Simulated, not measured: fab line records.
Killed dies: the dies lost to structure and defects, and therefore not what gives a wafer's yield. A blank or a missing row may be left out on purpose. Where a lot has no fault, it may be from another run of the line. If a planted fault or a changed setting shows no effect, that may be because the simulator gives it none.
fab line records -- flow n5Finfet -- part 1 of 2: steps 1 to 17 of 28
record lots=5, wafers=15, lastDay=18
route steps=1938 shown BEOL_M3@941
lots untouched by any fault: they come from a run of this same line in which no faults occurred
startH: hours from the record's opening day to when the first of the lot's shown wafers began -- waitH: hours from the lot's prior step to this one -- " identical to the entry in the row above -- L1.1+2: a single row standing in for several wafers -- - no value, or no start was given -- * or withheld: withheld -- < > ~ a bound
route shown NAME@n: names a module that has steps shown in the file, with the first one's number in the route -- usual: the fault-free wafers' mean and standard deviation -- same: alike in all rows -- chamber/n: place in a boat -- sites: the reading at each site -- _std_site: standard deviation of those values -- _edge_site: the outer-site mean with the inner-site mean subtracted -- radiusMm: how far each site lies from the wafer's centre -- mask NAME#n: copy n -- behind: the last tool/chamber to shape the wafer -- hold: cause of the lot's hold/its duration in hours/its outcome -- device: whichever transistor did not switch (one of n, p or np) -- end of line: tests of these same wafers at the route's end -- a step given without rows: its recipe and nothing more -- killed: at the first sort, the dies lost to defects and structure; wafer yield is something else -- map: shows each die of a wafer: x if killed, . if not, _ if none is there
set.NAME: the run value of the setting; set.NAME@STEP: its run value at that earlier step -- model.NAME: the simulator's own value behind a step, which no gauge read
lots at some steps of the route; a table a step, a row a wafer
services: when a tool's chamber went out of use (startH, in hours from the record's first day, below 0 if earlier), for how many hours, and the reason
## steps
# step N5_BEOL_M3_EXPOSE_08
# recipe maskId=M3, na=0.33, sourceShape=dipole, sigmaInner=0.369, sigmaOuter=0.767, polarization=unpolarized, doseMj=33
# usual stageMsdNm=0.812/0.026
# same sigmaInner=0.369
lot.wafer,tool,chamber,startH,waitH,mask,stageMsdNm
L083.1,euvScanner-02,0,201.74,-,M3#0,0.833
L083.4,euvScanner-02,0,201.74,-,M3#0,0.837
L083.6,euvScanner-02,0,201.74,-,M3#0,0.835
L089.1,euvScanner-01,0,239.73,-,M3#0,0.789
L089.2,euvScanner-01,0,239.73,-,M3#0,0.789
L089.5,euvScanner-01,0,239.73,-,M3#0,0.791
L090.1,euvScanner-02,0,244.52,-,M3#0,0.836
L090.3,euvScanner-02,0,244.52,-,M3#0,0.843
L090.5,euvScanner-02,0,244.52,-,M3#0,0.838
L094.3,euvScanner-01,0,277.93,-,M3#0,0.795
L094.4,euvScanner-01,0,277.93,-,M3#0,0.792
L094.5,euvScanner-01,0,277.93,-,M3#0,0.793
L097.1,euvScanner-01,0,286.73,-,M3#0,0.795
L097.3,euvScanner-01,0,286.73,-,M3#0,0.797
L097.5,euvScanner-01,0,286.73,-,M3#0,0.797
# step N5_BEOL_M3_PEB_09
# recipe pebTempC=100, pebTimeS=60, resist=CAR-EUV
# usual chillPlateTempC=23.00/0.1
lot.wafer,tool,chamber,startH,waitH,chillPlateTempC
L083.1,lithoTrack-03,0,201.80,0.1,23.08
L083.4,lithoTrack-03,0,201.80,0.1,23.16
L083.6,lithoTrack-03,0,201.80,0.1,23.18
L089.1,lithoTrack-02,0,239.79,0.1,23.09
L089.2,lithoTrack-02,0,239.79,0.1,23.00
L089.5,lithoTrack-02,0,239.79,0.1,23.09
L090.1,lithoTrack-03,0,244.58,0.1,22.98
L090.3,lithoTrack-03,0,244.58,0.1,23.02
L090.5,lithoTrack-03,0,244.58,0.1,23.02
L094.3,lithoTrack-01,0,277.98,0.0,23.09
L094.4,lithoTrack-01,0,277.98,0.0,22.92
L094.5,lithoTrack-01,0,277.98,0.0,23.02
L097.1,lithoTrack-02,0,286.79,0.1,23.05
L097.3,lithoTrack-02,0,286.79,0.1,22.96
L097.5,lithoTrack-02,0,286.79,0.1,23.09
# step N5_BEOL_M3_DEVELOP_10
# recipe developTimeS=30, developer=TMAH, resist=CAR-EUV, rinseLiquid=surfactantRinse, dry=airSpin, devTempC=23
# usual chillPlateTempC=23.02/0.1
lot.wafer,tool,chamber,startH,waitH,chillPlateTempC
L083.1,lithoTrack-03,0,-,-,23.13
L083.4,lithoTrack-03,0,-,-,23.09
L083.6,lithoTrack-03,0,-,-,22.94
L089.1,lithoTrack-02,0,-,-,22.99
L089.2,lithoTrack-02,0,-,-,23.12
L089.5,lithoTrack-02,0,-,-,23.14
L090.1,lithoTrack-03,0,-,-,23.04
L090.3,lithoTrack-03,0,-,-,23.01
L090.5,lithoTrack-03,0,-,-,23.06
L094.3,lithoTrack-01,0,-,-,22.99
L094.4,lithoTrack-01,0,-,-,22.92
L094.5,lithoTrack-01,0,-,-,23.00
L097.1,lithoTrack-02,0,-,-,23.00
L097.3,lithoTrack-02,0,-,-,23.09
L097.5,lithoTrack-02,0,-,-,22.98
# step N5_BEOL_M3_CD_MEAS_11
# recipe targetCdNm=17.05, landingEnergyEv=500, detector=seInlens, polarity=opening
# usual cdNm=17.09/0.26
lot.wafer,tool,chamber,startH,waitH,cdNm
L083.1,cdSem-03,0,201.87,-,16.74
L083.4,cdSem-03,0,201.87,-,16.46
L083.6,cdSem-03,0,201.87,-,16.42
L089.1,cdSem-01,0,239.86,-,17.08
L089.2,cdSem-01,0,239.86,-,17.20
L089.5,cdSem-01,0,239.86,-,17.10
L090.1,cdSem-03,0,244.64,-,16.93
L090.3,cdSem-03,0,244.64,-,16.73
L090.5,cdSem-03,0,244.64,-,17.11
L094.3,cdSem-02,0,278.04,-,17.14
L094.4,cdSem-02,0,278.04,-,17.08
L094.5,cdSem-02,0,278.04,-,17.36
L097.1,cdSem-01,0,286.86,-,17.27
L097.3,cdSem-01,0,286.86,-,17.25
L097.5,cdSem-01,0,286.86,-,17.09
# step N5_BEOL_M3_OVL_MEAS_12
# recipe pointsPerWafer=522
# usual M3_OVL=-0.1/0.82
lot.wafer,tool,chamber,startH,waitH,M3_OVL[nm]
L083.1,overlay-01,0,201.90,0.0,-0.4
L083.4,overlay-01,0,201.90,0.0,1.0
L083.6,overlay-01,0,201.90,0.0,0.4
L089.1,overlay-02,0,239.89,0.0,0.5
L089.2,overlay-02,0,239.89,0.0,1.3
L089.5,overlay-02,0,239.89,0.0,-1.1
L090.1,overlay-02,0,244.67,0.0,-0.5
L090.3,overlay-02,0,244.67,0.0,-0.9
L090.5,overlay-02,0,244.67,0.0,-0.9
L094.3,overlay-01,0,278.09,0.0,0.2
L094.4,overlay-01,0,278.09,0.0,-0.7
L094.5,overlay-01,0,278.09,0.0,-0.9
L097.1,overlay-02,0,286.89,0.0,1.1
L097.3,overlay-02,0,286.89,0.0,0.5
L097.5,overlay-02,0,286.89,0.0,0.5
# step N5_BEOL_M3_INSPECT_13
# recipe mode=adi, inspectInstrument=brightfield
# usual rawDefectCount=461/110
lot.wafer,tool,chamber,startH,waitH,rawDefectCount
L083.1,defectInspect-02,-,201.96,0.1,514
L083.4,defectInspect-02,-,201.96,0.1,566
L083.6,defectInspect-02,-,201.96,0.1,401
L089.1,defectInspect-02,-,239.94,0.1,403
L089.2,defectInspect-02,-,239.94,0.1,441
L089.5,defectInspect-02,-,239.94,0.1,474
L090.1,defectInspect-02,-,244.73,0.1,399
L090.3,defectInspect-02,-,244.73,0.1,358
L090.5,defectInspect-02,-,244.73,0.1,530
L094.3,defectInspect-02,-,278.14,0.0,475
L094.4,defectInspect-02,-,278.14,0.0,328
L094.5,defectInspect-02,-,278.14,0.0,521
L097.1,defectInspect-02,-,286.94,0.1,584
L097.3,defectInspect-02,-,286.94,0.1,546
L097.5,defectInspect-02,-,286.94,0.1,560
# step N5_BEOL_M3_DESCUM_16
# recipe chemistry=O2, timeS=7, sourcePowerW=50, biasPowerW=20, pressureMtorr=20, rfFrequencyHz=2.712e+07, tempC=40, resist=CAR-EUV, o2FlowSccm=225
# usual biasPowerW=20.00/0.06, drypumpMotorCurrentA=5.7/0.43, o2FlowSccm=224.9/0.63, oesProductAu=0.76/0.092, rfVppV=243.2/1.2, showerheadPlenumPTorr=2.09/0.07, throttleValvePct=20.44/0.24
lot.wafer,tool,chamber,startH,waitH,biasPowerW,drypumpMotorCurrentA,o2FlowSccm,oesProductAu,rfHoursCounterH,rfVppV,showerheadPlenumPTorr,throttleValvePct
L083.1,rieDiel-02,2,201.99,0.0,19.97,5.8,225.4,0.71,198,244.4,2.17,20.57
L083.4,rieDiel-02,1,201.99,0.0,20.00,5.2,226.6,0.75,168,240.9,2.01,20.16
L083.6,rieDiel-02,1,201.99,0.0,20.08,5.2,225.4,0.76,-,241.5,2.01,20.14
L089.1,rieDiel-01,3,240.21,0.3,19.88,5.9,226.2,0.80,118,245.7,2.21,20.50
L089.2,rieDiel-01,2,240.21,0.3,20.01,5.6,225.2,0.71,199,242.4,2.06,20.05
L089.5,rieDiel-01,1,240.21,0.3,20.03,6.4,224.4,0.85,-,241.5,2.04,20.29
L090.1,rieDiel-01,3,244.77,0.0,19.99,5.9,225.4,0.80,120,243.9,2.21,20.48
L090.3,rieDiel-01,1,244.77,0.0,19.92,6.5,225.0,0.84,53,243.3,2.04,20.28
L090.5,rieDiel-01,1,244.77,0.0,19.96,6.4,225.0,0.84,-,242.5,2.04,20.29
L094.3,rieDiel-02,0,278.17,0.0,20.05,5.9,223.8,0.93,9,245.9,2.22,20.62
L094.4,rieDiel-02,2,278.17,0.0,19.95,5.8,225.1,0.69,-,244.8,2.16,20.62
L094.5,rieDiel-02,0,278.17,0.0,20.08,5.9,223.9,0.92,-,244.6,2.22,20.60
L097.1,rieDiel-02,0,286.98,0.0,19.99,5.9,225.4,0.93,14,244.6,2.22,20.58
L097.3,rieDiel-02,3,286.98,0.0,20.04,6.4,224.8,0.99,0,243.8,2.06,20.23
L097.5,rieDiel-02,3,286.98,0.0,19.96,6.4,225.0,1.00,-,242.2,2.06,20.24
# step N5_BEOL_M3_ETCH_74
# recipe chemistry=N2/H2, target=underlayer, targetDepthA=65, maskMaterial=CAR-EUV, timeS=5.2, ionEnergyEv=200, pressureMtorr=30, sourceW=840, biasW=150, n2FlowSccm=200, h2FlowSccm=200, ends=cleared
# usual drypumpMotorCurrentA=5.7/0.43, etchRfOnTimeS=5.21/0.14, oesProductAu=0.65/0.081, rfVppV=523.6/2.5, showerheadPlenumPTorr=2.54/0.085, throttleValvePct=17.86/0.22
lot.wafer,tool,chamber,startH,waitH,drypumpMotorCurrentA,etchRfOnTimeS,oesProductAu,rfHoursCounterH,rfVppV,showerheadPlenumPTorr,throttleValvePct
L083.1,rieDiel-02,2,202.03,0.0,5.8,5.33,0.61,198,525.9,2.64,18.04
L083.4,rieDiel-02,1,202.03,0.0,5.2,5.18,0.64,168,519.6,2.44,17.64
L083.6,rieDiel-02,1,202.03,0.0,5.2,5.21,0.64,-,521.6,2.44,17.65
L089.1,rieDiel-01,3,240.24,0.0,5.9,5.20,0.68,118,523.9,2.64,17.64
L089.2,rieDiel-01,2,240.24,0.0,5.6,5.23,0.61,199,522.0,2.54,17.88
L089.5,rieDiel-01,1,240.24,0.0,6.5,5.31,0.73,-,520.4,2.47,17.64
L090.1,rieDiel-01,3,244.80,0.0,5.9,5.27,0.69,120,529.2,2.64,17.65
L090.3,rieDiel-01,1,244.80,0.0,6.4,5.33,0.73,53,520.8,2.47,17.64
L090.5,rieDiel-01,1,244.80,0.0,6.5,5.32,0.73,-,522.9,2.47,17.66
L094.3,rieDiel-02,0,278.21,0.0,5.9,5.00,0.82,9,525.8,2.70,17.89
L094.4,rieDiel-02,2,278.21,0.0,5.8,5.32,0.58,-,525.8,2.63,18.12
L094.5,rieDiel-02,0,278.21,0.0,5.9,4.97,0.82,-,525.9,2.70,17.91
L097.1,rieDiel-02,0,287.01,0.0,5.9,4.92,0.80,14,528.4,2.70,17.93
L097.3,rieDiel-02,3,287.01,0.0,6.4,5.55,0.82,0,520.6,2.48,17.51
L097.5,rieDiel-02,3,287.01,0.0,6.4,5.50,0.82,-,523.5,2.48,17.49
# step N5_BEOL_M3_ETCH_63
# recipe chemistry=CF4, target=SiARC, targetDepthA=156, maskMaterial=CAR-EUV, timeS=26, ionEnergyEv=80, pressureMtorr=40, sourceW=545, biasW=36, Ar_flow_sccm=100, cf4FlowSccm=100, ends=cleared
# usual drypumpMotorCurrentA=5.7/0.43, etchRfOnTimeS=26.0/0.64, oesProductAu=0.65/0.079, rfVppV=184.1/1.1, showerheadPlenumPTorr=2.14/0.069, throttleValvePct=15.62/0.24
lot.wafer,tool,chamber,startH,waitH,drypumpMotorCurrentA,etchRfOnTimeS,oesProductAu,rfHoursCounterH,rfVppV,showerheadPlenumPTorr,throttleValvePct
L083.1,rieDiel-02,2,202.04,0.0,5.8,26.3,0.62,198,184.0,2.20,15.74
L083.4,rieDiel-02,1,202.04,0.0,5.2,26.0,0.64,168,183.1,2.05,15.32
L083.6,rieDiel-02,1,202.04,0.0,5.2,26.4,0.64,-,183.4,2.05,15.31
L089.1,rieDiel-01,3,240.26,0.0,5.9,26.4,0.69,118,184.7,2.24,15.55
L089.2,rieDiel-01,2,240.26,0.0,5.6,26.0,0.61,199,184.8,2.13,15.48
L089.5,rieDiel-01,1,240.26,0.0,6.5,27.1,0.71,-,184.3,2.10,15.46
L090.1,rieDiel-01,3,244.82,0.0,5.9,26.2,0.68,120,184.3,2.24,15.57
L090.3,rieDiel-01,1,244.82,0.0,6.4,26.9,0.71,53,184.8,2.10,15.46
L090.5,rieDiel-01,1,244.82,0.0,6.4,26.9,0.72,-,182.6,2.10,15.47
L094.3,rieDiel-02,0,278.22,0.0,5.9,25.4,0.82,9,186.5,2.27,15.71
L094.4,rieDiel-02,2,278.22,0.0,5.8,26.4,0.59,-,183.9,2.19,15.80
L094.5,rieDiel-02,0,278.22,0.0,5.9,25.3,0.81,-,186.9,2.27,15.72
L097.1,rieDiel-02,0,287.03,0.0,5.9,25.4,0.79,14,186.6,2.27,15.73
L097.3,rieDiel-02,3,287.03,0.0,6.4,27.3,0.82,0,183.3,2.10,15.28
L097.5,rieDiel-02,3,287.03,0.0,6.4,27.4,0.83,-,185.1,2.10,15.28
# step N5_BEOL_M3_ETCH_64
# recipe chemistry=N2/H2, target=SOC, targetDepthA=750, overetchA=150, maskMaterial=SiARC, tempC=40, timeS=112.5, ionEnergyEv=200, pressureMtorr=30, sourceW=840, biasW=150, n2FlowSccm=200, h2FlowSccm=200
# usual drypumpMotorCurrentA=5.7/0.43, oesProductAu=0.61/0.07, rfVppV=523.7/2.4, showerheadPlenumPTorr=2.54/0.085, throttleValvePct=17.82/0.22
lot.wafer,tool,chamber,startH,waitH,drypumpMotorCurrentA,oesProductAu,rfHoursCounterH,rfVppV,showerheadPlenumPTorr,throttleValvePct
L083.1,rieDiel-02,2,202.07,0.0,5.8,0.57,198,525.9,2.64,18.03
L083.4,rieDiel-02,1,202.07,0.0,5.2,0.59,168,521.5,2.44,17.59
L083.6,rieDiel-02,1,202.07,0.0,5.2,0.59,-,521.3,2.44,17.61
L089.1,rieDiel-01,3,240.29,0.0,5.9,0.64,118,527.3,2.64,17.61
L089.2,rieDiel-01,2,240.29,0.0,5.6,0.57,199,523.2,2.54,17.84
L089.5,rieDiel-01,1,240.29,0.0,6.4,0.68,-,523.3,2.47,17.61
L090.1,rieDiel-01,3,244.85,0.0,5.9,0.64,120,527.6,2.64,17.60
L090.3,rieDiel-01,1,244.85,0.0,6.5,0.68,53,521.3,2.47,17.61
L090.5,rieDiel-01,1,244.85,0.0,6.4,0.67,-,522.0,2.47,17.61
L094.3,rieDiel-02,0,278.25,0.0,5.9,0.74,9,527.4,2.70,17.86
L094.4,rieDiel-02,2,278.25,0.0,5.8,0.55,-,525.7,2.63,18.10
L094.5,rieDiel-02,0,278.25,0.0,5.9,0.74,-,530.3,2.70,17.88
L097.1,rieDiel-02,0,287.06,0.0,5.9,0.73,14,527.5,2.70,17.89
L097.3,rieDiel-02,3,287.06,0.0,6.4,0.80,0,522.8,2.48,17.45
L097.5,rieDiel-02,3,287.06,0.0,6.4,0.80,-,523.5,2.48,17.44
# step N5_BEOL_M3_STRIP_65
# recipe chemistry=N2/H2, tempC=40, n2FlowSccm=200, h2FlowSccm=200, rfFrequencyHz=6e+07
lot.wafer,tool,chamber,startH,waitH
L083.1+4+6,rieDiel-02,"2,1,1",202.18,0.1
L089.1+2+5,rieDiel-01,"3,2,1",240.40,0.1
L090.1+3+5,rieDiel-01,"3,1,1",244.95,0.1
L094.3+4+5,rieDiel-02,"0,2,0",278.36,0.1
L097.1+3+5,rieDiel-02,"0,3,3",287.17,0.1
# step N5_BEOL_M3_STRIP_75
# recipe chemistry=N2/H2, tempC=40, n2FlowSccm=200, h2FlowSccm=200, rfFrequencyHz=6e+07
lot.wafer,tool,chamber,startH,waitH
L083.1+4+6,rieDiel-02,"2,1,1",202.19,0.0
L089.1+2+5,rieDiel-01,"3,2,1",240.41,0.0
L090.1+3+5,rieDiel-01,"3,1,1",244.96,0.0
L094.3+4+5,rieDiel-02,"0,2,0",278.37,0.0
L097.1+3+5,rieDiel-02,"0,3,3",287.18,0.0
# step N5_BEOL_M3_STRIP_66
# recipe chemistry=CF4, resist=SiARC, powerW=300, biasPowerW=75, pressureMtorr=50, cf4FlowSccm=150, rfFrequencyHz=6e+07
# usual biasPowerW=75.00/0.22, drypumpMotorCurrentA=5.7/0.43, oesProductAu=0.76/0.087, rfVppV=271.1/1.6, showerheadPlenumPTorr=1.79/0.059, throttleValvePct=13.60/0.25
lot.wafer,tool,chamber,startH,waitH,biasPowerW,drypumpMotorCurrentA,oesProductAu,rfHoursCounterH,rfVppV,showerheadPlenumPTorr,throttleValvePct
L083.1,rieDiel-02,2,202.20,0.0,74.97,5.8,0.71,198,272.2,1.86,13.80
L083.4,rieDiel-02,1,202.20,0.0,74.97,5.2,0.74,168,270.1,1.71,13.34
L083.6,rieDiel-02,1,202.20,0.0,74.83,5.2,0.74,-,269.8,1.71,13.32
L089.1,rieDiel-01,3,240.42,0.0,74.52,5.9,0.80,118,273.6,1.89,13.57
L089.2,rieDiel-01,2,240.42,0.0,75.13,5.6,0.71,199,272.6,1.78,13.46
L089.5,rieDiel-01,1,240.42,0.0,75.23,6.4,0.85,-,269.3,1.76,13.38
L090.1,rieDiel-01,3,244.97,0.0,75.07,5.9,0.80,120,270.7,1.88,13.56
L090.3,rieDiel-01,1,244.97,0.0,75.15,6.4,0.85,53,270.1,1.76,13.39
L090.5,rieDiel-01,1,244.97,0.0,75.15,6.5,0.85,-,271.5,1.76,13.39
L094.3,rieDiel-02,0,278.38,0.0,74.90,5.9,0.92,9,273.7,1.89,13.57
L094.4,rieDiel-02,2,278.38,0.0,74.98,5.8,0.69,-,272.3,1.85,13.85
L094.5,rieDiel-02,0,278.38,0.0,74.89,5.9,0.92,-,273.4,1.89,13.58
L097.1,rieDiel-02,0,287.19,0.0,74.81,5.9,0.90,14,274.2,1.88,13.58
L097.3,rieDiel-02,3,287.19,0.0,74.94,6.4,0.99,0,270.2,1.76,13.22
L097.5,rieDiel-02,3,287.19,0.0,75.44,6.4,0.97,-,270.9,1.76,13.24
# step N5_BEOL_M3_HM_OPEN_17
# recipe chemistry=Cl2/BCl3, targetDepthA=200, overetchA=60, target=TiN, maskMaterial=SOC, ionEnergyEv=150, pressureMtorr=10, icpW=1000, biasW=126, Cl2_flow_sccm=53.25, bcl3FlowSccm=21.75, Ar_flow_sccm=25
# usual drypumpMotorCurrentA=5.5/0.41, oesProductAu=0.70/0.097, throttleValvePct=22.1/0.39
lot.wafer,tool,chamber,startH,waitH,drypumpMotorCurrentA,oesProductAu,rfHoursCounterH,throttleValvePct
L083.1,rieMetal-03,0,202.24,0.0,5.6,0.75,10,22.6
L083.4,rieMetal-03,1,202.24,0.0,5.3,0.63,-,22.3
L083.6,rieMetal-03,0,202.24,0.0,5.6,0.77,-,22.6
L089.1,rieMetal-03,1,240.46,0.0,5.3,0.62,52,22.3
L089.2,rieMetal-03,0,240.46,0.0,5.6,0.74,15,22.6
L089.5,rieMetal-03,1,240.46,0.0,5.3,0.62,-,22.4
L090.1,rieMetal-03,1,245.01,0.0,5.3,0.62,52,22.4
L090.3,rieMetal-03,0,245.01,0.0,5.6,0.73,-,22.6
L090.5,rieMetal-03,1,245.01,0.0,5.3,0.62,-,22.3
L094.3,rieMetal-01,0,278.45,0.1,5.0,0.62,-,21.7
L094.4,rieMetal-01,1,278.45,0.1,5.1,0.77,-,22.3
L094.5,rieMetal-01,1,278.45,0.1,5.1,0.77,-,22.3
L097.1,rieMetal-02,1,287.23,0.0,6.1,0.80,4,22.3
L097.3,rieMetal-02,0,287.23,0.0,6.0,0.73,-,21.6
L097.5,rieMetal-02,0,287.23,0.0,6.0,0.74,-,21.7
# step N5_BEOL_M3_STRIP_19
# recipe chemistry=O2, powerW=400, tempC=40, pressureMtorr=30, rfFrequencyHz=6e+07, biasPowerW=0, overashFraction=0.2, o2FlowSccm=225
# usual drypumpMotorCurrentA=5.7/0.41, o2FlowSccm=225.0/0.65, oesProductAu=0.78/0.093, rfVppV=3.6/0.49, showerheadPlenumPTorr=2.11/0.06, throttleValvePct=16.66/0.23
# same biasPowerW=0
lot.wafer,tool,chamber,startH,waitH,drypumpMotorCurrentA,o2FlowSccm,oesProductAu,rfHoursCounterH,rfVppV,showerheadPlenumPTorr,throttleValvePct
L083.1,rieDiel-06,3,202.35,0.1,5.5,225.4,0.87,43,2.3,2.13,16.38
L083.4,rieDiel-06,1,202.35,0.1,5.5,225.9,0.65,249,3.6,2.07,16.75
L083.6,rieDiel-06,1,202.35,0.1,5.5,226.1,0.65,-,4.3,2.07,16.74
L089.1,rieDiel-01,1,240.66,0.2,6.4,226.2,0.85,52,3.5,2.04,16.49
L089.2,rieDiel-01,0,240.66,0.2,5.4,225.0,0.78,101,3.4,2.13,17.01
L089.5,rieDiel-01,1,240.66,0.2,6.4,225.0,0.85,-,3.7,2.04,16.48
L090.1,rieDiel-02,3,245.12,0.1,6.4,225.0,0.66,247,3.3,2.07,16.87
L090.3,rieDiel-02,2,245.12,0.1,5.8,225.6,0.69,213,4.0,2.17,16.87
L090.5,rieDiel-02,3,245.12,0.1,6.4,226.4,0.66,-,3.9,2.07,16.88
L094.3,rieDiel-02,0,278.55,0.1,6.0,225.0,0.94,9,3.5,2.22,16.76
L094.4,rieDiel-02,0,278.55,0.1,5.9,224.1,0.94,-,3.2,2.22,16.80
L094.5,rieDiel-02,1,278.55,0.1,5.2,225.4,0.74,-,4.3,2.00,16.46
L097.1,rieDiel-01,3,287.34,0.1,5.9,224.7,0.78,133,3.4,2.21,16.69
L097.3,rieDiel-01,2,287.34,0.1,5.6,225.4,0.69,213,3.6,2.05,16.42
L097.5,rieDiel-01,1,287.34,0.1,6.4,224.6,0.84,-,3.9,2.04,16.51
# step N5_BEOL_M3_CD_MEAS_18
# recipe pitchNm=36, targetCdNm=18
# usual cdNm=18.0/0.4
lot.wafer,tool,chamber,startH,waitH,cdNm
L083.1,cdSem-02,-,202.42,0.0,17.3
L083.4,cdSem-02,-,202.42,0.0,17.3
L083.6,cdSem-02,-,202.42,0.0,17.6
L089.1,cdSem-02,-,240.73,0.0,17.7
L089.2,cdSem-02,-,240.73,0.0,18.2
L089.5,cdSem-02,-,240.73,0.0,17.8
L090.1,cdSem-02,-,245.19,0.0,17.7
L090.3,cdSem-02,-,245.19,0.0,17.4
L090.5,cdSem-02,-,245.19,0.0,17.9
L094.3,cdSem-02,-,278.62,0.1,18.0
L094.4,cdSem-02,-,278.62,0.1,18.0
L094.5,cdSem-02,-,278.62,0.1,17.8
L097.1,cdSem-03,-,287.41,0.0,18.4
L097.3,cdSem-03,-,287.41,0.0,18.5
L097.5,cdSem-03,-,287.41,0.0,17.9
# step N5_BEOL_M3_COAT_67
# recipe resist=SOC, tempC=250, timeS=60, spinRpm=1500, resistThkNm=60
# usual chillPlateTempC=23.00/0.12, dispensePressureKPa=49/3.4
lot.wafer,tool,chamber,startH,waitH,chillPlateTempC,dispensePressureKPa
L083.1,lithoTrack-03,0,202.46,0.0,23.09,52
L083.4,lithoTrack-03,0,202.46,0.0,23.20,52
L083.6,lithoTrack-03,0,202.46,0.0,23.19,52
L089.1,lithoTrack-03,0,240.77,0.0,22.86,52
L089.2,lithoTrack-03,0,240.77,0.0,22.90,52
L089.5,lithoTrack-03,0,240.77,0.0,22.84,52
L090.1,lithoTrack-01,0,245.23,0.0,22.87,44
L090.3,lithoTrack-01,0,245.23,0.0,23.01,44
L090.5,lithoTrack-01,0,245.23,0.0,23.08,44
L094.3,lithoTrack-02,0,278.66,0.0,23.04,50
L094.4,lithoTrack-02,0,278.66,0.0,22.98,50
L094.5,lithoTrack-02,0,278.66,0.0,23.01,50
L097.1,lithoTrack-02,0,287.44,0.0,22.86,50
L097.3,lithoTrack-02,0,287.44,0.0,23.17,50
L097.5,lithoTrack-02,0,287.44,0.0,23.01,50
